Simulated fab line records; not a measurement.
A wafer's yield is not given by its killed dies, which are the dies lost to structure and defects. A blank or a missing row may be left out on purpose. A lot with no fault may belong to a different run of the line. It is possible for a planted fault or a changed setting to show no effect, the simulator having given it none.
Chamber matching ; flow n5 finfet ; N5_SDB_HM_DEP_00 on pecvd-03 has 3 sister chambers
The step deposits SiNx from SiH4/NH3/N2, target thk 40 nm, time 35.3 s. 18 wafers are shown with their chamber, then 9 later ones without.

== WAFERS, EACH WITH ITS CHAMBER ==
wafer;chamber;throttle valve pct (%);showerhead plenum p Torr (Torr);heater power w (W)
L077.2;0;39.2;5.12;833
L077.5;2;40.1;5.11;633
L077.6;0;39.2;5.11;835
L078.1;2;40.0;5.14;604
L078.3;1;36.6;5.07;856
L078.6;2;39.9;5.13;632
L079.1;2;39.5;5.12;649
L079.3;0;39.3;5.13;815
L079.5;0;39.2;5.12;822
L084.3;0;39.0;5.12;774
L084.4;2;39.9;5.13;566
L084.6;1;36.7;5.07;787
L086.2;0;39.2;5.12;744
L086.3;1;36.6;5.08;903
L086.5;2;39.9;5.11;578
L088.1;0;39.4;5.12;805
L088.3;2;40.3;5.12;630
L088.5;2;40.0;5.11;621

SIGNATURES (means of the wafers above)
reading;chamber 0;chamber 1;chamber 2;scatter within a chamber
throttle valve pct;39.214;36.633;39.950;0.174
showerhead plenum p Torr;5.1200;5.0733;5.1212;0.00877
heater power w;804.00;848.67;614.12;36
Rule: distance of a wafer from a chamber = root of the sum over the readings of ((wafer's reading minus chamber's mean) / reading's scatter) squared. The wafer belongs to the nearest chamber; if the next one is less than 2 further off, it can't be placed. How the scatter is found: for the shown wafers, subtract from each reading the mean of its chamber, square and add these, divide the total by (wafers less chambers), then take the root.

== WAFERS WHOSE CHAMBER IS MISSING ==
wafer;throttle valve pct (%);showerhead plenum p Torr (Torr);heater power w (W)
L090.2;40.1;5.13;578
L090.5;39.3;5.11;826
L090.6;36.7;5.07;776
L096.2;39.0;5.13;826
L096.4;40.4;5.13;560
L096.5;36.6;5.07;908
L097.1;36.8;5.07;866
L097.3;40.2;5.13;601
L097.5;36.8;5.07;887

== EACH ONE'S CHAMBER ==
wafer;from the rows above;in truth
L090.2;2;2
L090.5;0;0
L090.6;1;1
L096.2;0;0
L096.4;2;2
L096.5;1;1
L097.1;1;1
L097.3;2;2
L097.5;1;1
9 of 9 placed correctly. Left unplaced by these rows: 0. Number placed wrongly: 0.
